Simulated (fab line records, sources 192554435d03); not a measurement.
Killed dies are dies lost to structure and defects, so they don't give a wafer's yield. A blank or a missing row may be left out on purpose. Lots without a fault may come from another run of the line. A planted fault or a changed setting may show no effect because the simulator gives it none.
fab line records | flow n5_finfet
record lots=9 wafers=27 last_day=18
route steps=1938 shown BEOL_M4@1111 BEOL_M13@1669 PASSIVATION@1936
lots that met no fault: from a run of the same line without faults
start_h: hours from the record's first day to the start of the lot's first wafer shown | wait_h: hours since the lot's step before | " the same as in the row above | L1.1+2: a row that stands for several wafers | - no value, or no start given | * or withheld: withheld | < > ~ a bound
route shown NAME@n: a module of which the file shows steps, and the number in the route of the first | usual: mean/standard deviation of fault-free wafers | same: alike in all rows | chamber/n: place in a boat | sites: the reading at each site | _std_site: their standard deviation | _edge_site: outer sites' mean less inner sites' | radius_mm: how far each site lies from the wafer's centre | mask NAME#n: copy n | behind: the tool/chamber that last shaped the wafer | hold: why the lot was held/for how many hours/how that ended | device: the transistor (n, p or np) that didn't switch | end of line: the same wafers' tests at the end of the route | a step without rows: its recipe alone | killed: dies lost to structure and defects at the first sort, not the wafer's yield | map: a wafer's dies, x killed, . not, _ none there
set.NAME: the setting as run; set.NAME@STEP: as run at that earlier step | model.NAME: the simulator's own value behind a step, which no gauge read
steps of the route over a sample of lots; a table a step, a row a wafer
services: from which hour (start_h, from the record's first day; less than 0 if before it) a tool's chamber was out of use, for how many hours, and why
## steps
# step N5_BEOL_M4_RC_MEAS_101
# usual DIBL_N=36.4/1.2 DIBL_P=36.1/1.6 IOFF_N=0.156/0.024 IOFF_P=0.21/0.031 ION_N=674/11 ION_P=463/6.9 SS_N=71.5/0.5 SS_P=73.2/0.55 VT_N=250.0/2.9 VT_P=-250/3.6
# columns lot.wafer tool chamber start_h wait_h DIBL_N[mV/V] DIBL_P[mV/V] IOFF_N[nA/um] IOFF_P[nA/um] ION_N[uA/um] ION_P[uA/um] SS_N[mV/dec] SS_P[mV/dec] VT_N[mV] VT_P[mV]
L627.2 prober-02 0 166.60 0.2 37.7 38.4 0.178 0.22 671 462 72.2 73.5 250.2 -250
L627.3 " 0 " " 35.5 36.8 0.155 0.20 675 464 71.2 72.9 251.4 -251
L627.6 " 0 " " 36.2 37.6 0.157 0.20 679 464 70.8 72.7 250.2 -252
L628.1 prober-01 0 167.87 0.0 36.0 35.3 0.151 0.23 682 472 71.9 73.1 250.8 -246
L628.2 " 0 " " 35.7 35.0 0.147 0.22 677 471 72.0 72.9 251.0 -246
L628.3 " 0 " " 36.9 35.9 0.168 0.24 679 469 71.3 72.6 247.8 -245
L630.2 prober-02 0 174.43 0.2 35.5 36.6 0.160 0.20 675 456 71.5 73.7 248.2 -252
L630.3 " 0 " " 35.4 36.2 0.146 0.18 661 450 71.3 73.5 250.2 -257
L630.4 " 0 " " 37.9 39.3 0.207 0.24 679 463 71.7 75.0 244.5 -249
L631.1 prober-02 0 189.00 0.0 37.3 39.6 0.204 0.26 698 473 72.3 73.9 245.0 -250
L631.2 " 0 " " 35.2 37.1 0.160 0.22 669 459 71.4 73.7 249.5 -248
L631.5 " 0 " " 36.6 38.4 0.183 0.24 676 461 71.8 73.5 247.5 -250
L632.2 prober-01 0 193.78 0.2 35.2 34.7 0.133 0.20 668 468 71.4 73.0 250.7 -249
L632.4 " 0 " " 35.9 36.4 0.144 0.22 671 468 72.3 73.8 251.6 -246
L632.5 " 0 " " 35.2 34.3 0.134 0.20 665 461 71.2 72.9 253.1 -250
L641.1 prober-02 0 243.90 0.0 36.6 35.0 0.154 0.19 681 463 71.8 73.3 252.5 -252
L641.2 " 0 " " 35.8 34.9 0.151 0.18 684 460 71.6 73.0 249.4 -254
L641.4 " 0 " " 34.6 33.3 0.127 0.17 665 452 71.5 73.3 253.1 -257
L642.1 prober-02 0 252.63 0.0 37.7 36.7 0.170 0.20 672 455 71.7 74.1 250.4 -252
L642.5 " 0 " " 35.5 34.2 0.130 0.16 667 460 70.6 73.1 253.5 -256
L642.6 " 0 " " 35.6 34.6 0.140 0.17 671 460 71.4 73.3 252.1 -254
L649.1 prober-02 0 314.63 0.0 37.1 37.7 0.179 0.23 668 464 71.8 74.1 247.6 -249
L649.5 " 0 " " 36.2 36.1 0.154 0.20 657 455 71.2 73.4 252.0 -253
L649.6 " 0 " " 36.1 36.2 0.154 0.20 670 460 71.6 73.5 250.1 -253
L650.1 prober-01 0 314.74 0.0 35.8 35.8 0.156 0.19 678 464 71.4 73.8 248.1 -253
L650.3 " 0 " " 35.0 34.4 0.141 0.17 674 452 72.0 73.3 251.6 -255
L650.5 " 0 " " 35.1 34.8 0.140 0.17 681 464 71.5 72.8 248.5 -254
# step N5_BEOL_M13_CD_MEAS_10
# recipe target_cd_nm=190 landing_energy_ev=500 detector=se_inlens polarity=opening
# usual cd_nm=190.3/1
# same landing_energy_ev=500
# columns lot.wafer tool chamber start_h wait_h cd_nm
L627.2 cd_sem-01 0 232.94 - 189.0
L627.3 " 0 " " 189.5
L627.6 " 0 " " 188.9
L628.1 cd_sem-01 0 233.98 - 190.0
L628.2 " 0 " " 191.2
L628.3 " 0 " " 191.0
L630.2 cd_sem-02 0 235.21 - 189.7
L630.3 " 0 " " 188.5
L630.4 " 0 " " 188.8
L631.1 cd_sem-01 0 249.56 - 188.5
L631.2 " 0 " " 189.4
L631.5 " 0 " " 189.6
L632.2 cd_sem-01 0 260.64 - 189.0
L632.4 " 0 " " 189.4
L632.5 " 0 " " 188.0
L641.1 cd_sem-02 0 316.39 - 190.7
L641.2 " 0 " " 190.5
L641.4 " 0 " " 190.1
L642.1 cd_sem-03 0 323.54 - 191.1
L642.5 " 0 " " 191.7
L642.6 " 0 " " 191.2
L650.1 cd_sem-02 0 386.85 - 190.6
L650.3 " 0 " " 191.5
L650.5 " 0 " " 191.7
L649.1 cd_sem-03 0 387.46 - 191.5
L649.5 " 0 " " 191.8
L649.6 " 0 " " 191.8
# step N5_BEOL_M13_STRIP_63
# recipe chemistry=N2/H2 power_w=1000 temp_c=250 h2_frac=0.65 overash_fraction=0.3 pressure_mtorr=1000 n2_flow_sccm=1750 h2_flow_sccm=3250
# usual drypump_motor_current_A=5.86/0.14 heater_power_w=342/22 oes_product_au=0.674/0.0051 strip_time_to_endpoint_s=28.0/1
# columns lot.wafer tool chamber start_h wait_h drypump_motor_current_A heater_power_w oes_product_au rf_hours_counter_h strip_time_to_endpoint_s
L627.2 plasma_asher-01 1 233.36 - 5.97 383 0.676 127 28.7
L627.3 " 1 " " 5.97 381 0.671 - 26.4
L627.6 " 0 " " 5.97 330 0.672 - 27.9
L628.1 plasma_asher-02 1 234.43 - 5.91 316 0.678 62 29.3
L628.2 " 0 " " 5.68 359 0.671 62 29.9
L628.3 " 1 " " 5.92 322 0.674 - 29.6
L630.2 plasma_asher-02 0 235.62 - 5.63 341 0.673 62 27.8
L630.3 " 0 " " 5.64 351 0.676 - 25.6
L630.4 " 1 " " 5.92 320 0.671 - 27.2
L631.1 plasma_asher-01 1 249.97 - 5.98 381 0.673 130 28.9
L631.2 " 0 " " 5.97 328 0.671 130 28.1
L631.5 " 0 " " 5.97 326 0.675 - 26.5
L632.2 plasma_asher-02 0 261.06 - 5.66 344 0.666 67 29.0
L632.4 " 0 " " 5.69 336 0.671 - 27.4
L632.5 " 0 " " 5.63 346 0.667 - 28.3
L641.1 plasma_asher-01 0 317.06 - 5.98 324 0.671 143 27.1
L641.2 " 1 " " 6.00 377 0.671 143 27.9
L641.4 " 1 " " 5.96 378 0.670 - 27.2
L642.1 plasma_asher-02 0 323.98 - 5.66 337 0.670 80 30.5
L642.5 " 1 " " 5.88 321 0.685 - 28.7
L642.6 " 0 " " 5.65 349 0.671 - 28.5
L650.1 plasma_asher-01 0 387.26 - 5.99 328 0.680 156 28.0
L650.3 " 1 " " 5.98 366 0.672 - 28.2
L650.5 " 1 " " 5.97 385 0.676 - 27.7
L649.1 plasma_asher-02 1 387.87 - 5.91 319 0.685 93 27.3
L649.5 " 0 " " 5.68 343 0.673 - 26.2
L649.6 " 1 " " 5.91 325 0.677 - 25.8
# step N5_BEOL_M13_ETCH_68
# recipe chemistry=N2/H2 target=SOC mask_material=SiARC source_w=3000 bias_w=350 temp_c=40 time_s=355 ion_energy_ev=200 pressure_mtorr=30 n2_flow_sccm=200 h2_flow_sccm=200
# usual bias_w=350.1/1 chamber_pressure_mTorr=29.996/0.029 drypump_motor_current_A=5.7/0.41 oes_product_au=0.78/0.089 rf_vpp_V=523.3/2.3 showerhead_plenum_p_Torr=2.52/0.08 throttle_valve_pct=17.81/0.27
# columns lot.wafer tool chamber start_h wait_h bias_w chamber_pressure_mTorr drypump_motor_current_A oes_product_au rf_hours_counter_h rf_vpp_V showerhead_plenum_p_Torr throttle_valve_pct
L627.2 rie_diel-06 3 234.35 0.1 349.5 30.042 5.2 0.74 182 525.8 2.64 17.55
L627.3 " 0 " " 351.1 29.950 5.8 0.98 3 525.3 2.62 17.35
L627.6 " 0 " " 350.6 29.997 5.8 0.99 - 526.4 2.62 17.35
L628.1 rie_diel-04 1 235.36 0.1 349.0 29.971 5.9 0.66 248 525.9 2.61 17.88
L628.2 " 0 " " 350.1 30.025 5.6 0.81 76 522.7 2.48 17.82
L628.3 " 2 " " 350.5 29.967 6.6 0.93 18 523.3 2.47 17.80
L630.2 rie_diel-04 2 236.58 0.1 349.0 30.022 6.5 0.92 19 521.8 2.47 17.79
L630.3 " 0 " " 350.6 29.970 5.6 0.82 76 522.4 2.48 17.82
L630.4 " 3 " " 349.2 29.979 5.1 0.76 160 523.2 2.55 18.12
L631.1 rie_diel-05 0 250.98 0.1 350.6 29.945 5.9 0.70 216 525.9 2.62 18.26
L631.2 " 1 " " 350.3 30.037 5.5 0.70 208 520.1 2.41 17.96
L631.5 " 3 " " 350.7 30.037 5.7 0.81 - 520.8 2.46 17.50
L632.2 rie_diel-05 1 262.29 0.1 349.0 29.995 5.6 0.70 212 519.3 2.41 17.98
L632.4 " 0 " " 350.9 29.931 6.0 0.70 220 525.0 2.62 18.23
L632.5 " 2 " " 350.2 29.977 5.1 0.84 - 524.6 2.57 17.57
L641.1 rie_diel-05 0 317.98 0.1 - - - - - - - -
L641.2 " 1 " " - - - - - - - -
L641.4 " 2 " " - - - - - - - -
L642.1 rie_diel-04 3 324.78 0.1 - - - - - - - -
L642.5 " 2 " " - - - - - - - -
L642.6 " 1 " " - - - - - - - -
L650.1 rie_diel-06 3 388.11 0.1 351.1 30.022 5.2 0.71 230 527.2 2.61 17.64
L650.3 " 1 " " 351.6 30.005 5.8 0.69 217 519.1 2.41 17.96
L650.5 " 0 " " 352.2 29.971 5.7 0.87 - 524.4 2.59 17.45
L649.1 rie_diel-04 2 389.21 0.1 349.1 29.969 6.5 0.84 67 520.5 2.45 17.90
L649.5 " 0 " " 350.0 30.018 5.6 0.77 - 521.2 2.46 17.90
L649.6 " 1 " " 353.0 30.040 5.9 0.91 - 526.2 2.60 17.44
# step N5_BEOL_M13_ETCH_38
# recipe chemistry=CF4/N2 target=SiCN target_depth_a=675 taper_deg=2 time_s=71.9 ion_energy_ev=150 mask_material=SiO2 pressure_mtorr=40 source_w=430 bias_w=70 Ar_flow_sccm=100 cf4_flow_sccm=60 n2_flow_sccm=60
# usual bias_w=70.01/0.22 cf4_flow_sccm=59.98/0.17 drypump_motor_current_A=5.7/0.39 oes_product_au=0.78/0.096 rf_vpp_V=381.9/1.9 showerhead_plenum_p_Torr=2.19/0.069 throttle_valve_pct=15.51/0.28
# columns lot.wafer tool chamber start_h wait_h bias_w cf4_flow_sccm drypump_motor_current_A oes_product_au rf_hours_counter_h rf_vpp_V showerhead_plenum_p_Torr throttle_valve_pct
L627.2 rie_diel-06 3 234.91 - 69.88 59.82 5.2 0.73 182 385.2 2.29 15.37
L627.3 " 2 " " 69.97 60.10 5.9 0.70 221 384.6 2.27 15.62
L627.6 " 0 " " 70.20 60.02 5.8 0.99 - 383.5 2.26 14.95
L628.1 rie_diel-04 3 238.18 - 70.02 59.87 5.1 0.76 161 382.4 2.21 15.77
L628.2 " 1 " " 70.19 60.12 5.8 0.66 249 384.6 2.27 15.69
L628.3 " 0 " " 70.29 59.86 5.6 0.82 77 381.4 2.15 15.47
L630.2 rie_diel-05 2 238.22 - 70.03 60.01 5.1 0.84 67 384.1 2.23 15.36
L630.3 " 3 " " 69.80 59.99 5.6 0.81 104 381.0 2.13 15.20
L630.4 " 1 " " 70.02 59.85 5.5 0.71 203 381.1 2.10 15.61
L631.1 rie_diel-04 3 251.55 - 70.30 59.74 5.1 0.75 166 381.8 2.21 15.78
L631.2 " 2 " " 70.25 59.99 6.6 0.92 24 379.6 2.15 15.49
L631.5 " 3 " " 70.08 60.00 5.1 0.75 - 383.4 2.21 15.78
L632.2 rie_diel-05 2 262.93 - 70.08 59.93 5.1 0.83 71 383.7 2.23 15.36
L632.4 " 3 " " 69.78 60.06 5.6 0.79 113 380.3 2.13 15.24
L632.5 " 0 " " 69.76 60.22 6.0 0.70 - 384.1 2.27 15.91
L641.1 rie_diel-04 2 321.68 - 69.96 59.91 6.6 0.88 42 380.6 2.14 15.53
L641.2 " 1 " " 70.11 59.94 5.9 0.93 11 382.6 2.26 15.19
L641.4 " 0 " " 69.93 59.90 5.6 0.79 100 381.8 2.14 15.54
L642.1 rie_diel-05 1 327.96 - 70.27 60.09 5.5 0.68 232 378.5 2.09 15.68
L642.5 " 0 " " 70.42 59.81 6.0 0.68 - 384.0 2.26 15.97
L642.6 " 1 " " 70.14 60.16 5.6 0.68 - 379.1 2.09 15.67
L650.1 rie_diel-06 2 390.58 - 69.92 59.79 5.9 0.95 9 381.9 2.26 15.19
L650.3 " 1 " " 70.24 60.11 5.8 0.67 219 380.8 2.09 15.73
L650.5 " 0 " " 69.58 60.17 5.7 0.87 - 383.1 2.24 15.07
L649.1 rie_diel-06 2 392.24 - 70.08 60.04 6.0 0.95 10 385.3 2.26 15.20
L649.5 " 1 " " 69.85 60.04 5.7 0.67 - 379.7 2.09 15.75
L649.6 " 0 " " 70.14 59.90 5.7 0.87 - 384.6 2.24 15.06
# step N5_PASSIVATION_PROBE_49
# usual defect_limited_yield=91.4/1.5 killed_at_M0_to_M3=31/11 killed_at_M4_up=13/5.5 killed_at_contacts=13/6.3 killed_at_front_end=40/13 killed_at_other=3.3/2.6 killed_dies=101/18 killed_on_rim=13/4 killed_open=67/13 killed_short=33/7.9 sort_bin_5_function=5.1/1 sort_bin_6_memory=3.2/0.68 sort_n_pass=1079/18 sort_yield_pct=91.4/1.5
# same gross_dies=1180 killed_at_back_side=0 sort_bin_4_leakage[%]=0 sort_bin_8_speed[%]=0
# columns lot.wafer tool chamber start_h wait_h defect_limited_yield[%] killed_at_M0_to_M3 killed_at_M4_up killed_at_contacts killed_at_front_end killed_at_other killed_dies killed_on_rim killed_open killed_short sort_bin_5_function[%] sort_bin_6_memory[%] sort_n_pass sort_yield_pct[%]
L641.1 prober-02 - 351.41 0.0 0 48 1070 19 42 1 1180 152 75 42 95.6 4.2 0 0
L641.2 prober-02 - 351.46 0.1 0 32 1102 3 41 2 1180 152 58 34 96.9 2.8 0 0
L641.4 prober-02 - 351.56 0.2 0 41 1086 21 28 4 1180 152 71 39 96.7 3.1 0 0
L642.1 prober-01 - 354.22 0.0 0 55 1070 12 40 3 1180 152 76 46 95.8 3.6 0 0
L642.5 prober-01 - 354.42 0.2 0 23 1088 16 46 7 1180 152 70 35 96.3 3.2 0 0
L642.6 prober-01 - 354.47 0.3 0 36 1092 11 34 7 1180 152 74 34 96.4 3.2 0 0
# killed by level:class
L641.1 BEOL_M13:area_etch=1062 MOL_CONTACT_COAG:geometric_particle:open=13 BEOL_M0:geometric_particle:open=13 DUMMY_GATE:geometric_particle:open=9 FIN_SAQP:geometric_particle:open=8 BEOL_M0_SAQP:geometric_particle:short=8 BEOL_M0_SAQP:geometric_particle:open=7 MOL_CONTACT_COAG:geometric_particle:short=6
L641.2 BEOL_M13:area_etch=1087 FIN_SAQP:geometric_particle:open=8 FIN_SAQP:geometric_particle:short=6 BEOL_M3:geometric_particle:open=6 BEOL_M6:geometric_particle:open=6 BEOL_M0_SAQP:geometric_particle:short=5 BEOL_M1:geometric_particle:short=5 BEOL_M8:geometric_particle:open=4
L641.4 BEOL_M13:area_etch=1069 MOL_CONTACT_COAG:geometric_particle:open=15 BEOL_M0_SAQP:geometric_particle:open=11 BEOL_M0_SAQP:geometric_particle:short=11 FIN_SAQP:geometric_particle:open=7 GATE_CUT:geometric_particle:short=6 MOL_CONTACT_COAG:geometric_particle:short=6 BEOL_M3:geometric_particle:open=5
L642.1 BEOL_M13:area_etch=1058 BEOL_M0_SAQP:geometric_particle:short=18 BEOL_M0_SAQP:geometric_particle:open=16 DUMMY_GATE:geometric_particle:open=9 FIN_SAQP:geometric_particle:short=8 MOL_CONTACT_COAG:geometric_particle:open=8 BEOL_M2:geometric_particle:open=8 BEOL_M3:geometric_particle:open=6
L642.5 BEOL_M13:area_etch=1075 STI_FIN_REVEAL:geometric_particle:open=14 MOL_CONTACT_COAG:geometric_particle:open=12 FIN_SAQP:geometric_particle:short=11 BEOL_M3:geometric_particle:open=8 DUMMY_GATE:geometric_particle:open=5 BEOL_M4:geometric_particle:open=5 MOL_CONTACT_COAG:geometric_particle:short=4
L642.6 BEOL_M13:area_etch=1069 FIN_SAQP:geometric_particle:short=12 MOL_CONTACT_COAG:geometric_particle:open=10 BEOL_M2:geometric_particle:open=9 BEOL_M0_SAQP:geometric_particle:open=6 BEOL_M0:geometric_particle:open=6 BEOL_M3:geometric_particle:short=5 BEOL_M4:geometric_particle:open=5
## services
# columns tool chamber start_h hours kind
plasma_asher-02 - 226.21 0.5 repair
rie_diel-04 1 244.83 - clean
rie_diel-04 1 244.83 - consumable_replace:focus_ring
rie_diel-04 1 244.83 22.6 scheduled_down
rie_diel-04 1 244.83 22.6 vent_cycle
rie_diel-04 - 284.96 14.6 pm
rie_diel-06 2 331.19 - clean
rie_diel-06 2 331.19 - consumable_replace:focus_ring
rie_diel-06 2 331.19 25.2 scheduled_down
rie_diel-06 2 331.19 25.2 vent_cycle
rie_diel-04 1 335.55 41.2 repair
rie_diel-05 0 361.04 - clean
rie_diel-05 0 361.04 - consumable_replace:focus_ring
rie_diel-05 0 361.04 27.7 scheduled_down
rie_diel-05 0 361.04 27.7 vent_cycle
rie_diel-05 1 370.95 7.8 repair
## key
first_sign step=N5_BEOL_M13_ETCH_68 reading=tool_record direction=missing
effect step=N5_PASSIVATION_PROBE_49 reading=killed_at_M4_up direction=up sigmas=99+ usual=13 struck=1085
more_kills_born_at N5_BEOL_M13_ETCH_68@rie_diel-05=3218 N5_BEOL_M13_ETCH_68@rie_diel-04=3202
met_at N5_BEOL_M13_ETCH_68
struck_lots L641,L642
later_rows_left_out L641.1,L641.2,L641.4,L642.1,L642.5,L642.6
not_acting_at N5_BEOL_M13_CD_MEAS_10,N5_BEOL_M13_STRIP_63,N5_BEOL_M13_ETCH_38
onset_between 262.29 317.98
fault kind=skipped_step_whole tool=rie_diel-04,rie_diel-05 chamber=- onset_h=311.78 steps=N5_BEOL_M13_ETCH_68 scope=struck_lots_only
# later_rows_left_out: the simulator's readings of these wafers behind a module that went badly wrong aren't trusted and aren't shown, but for the sort
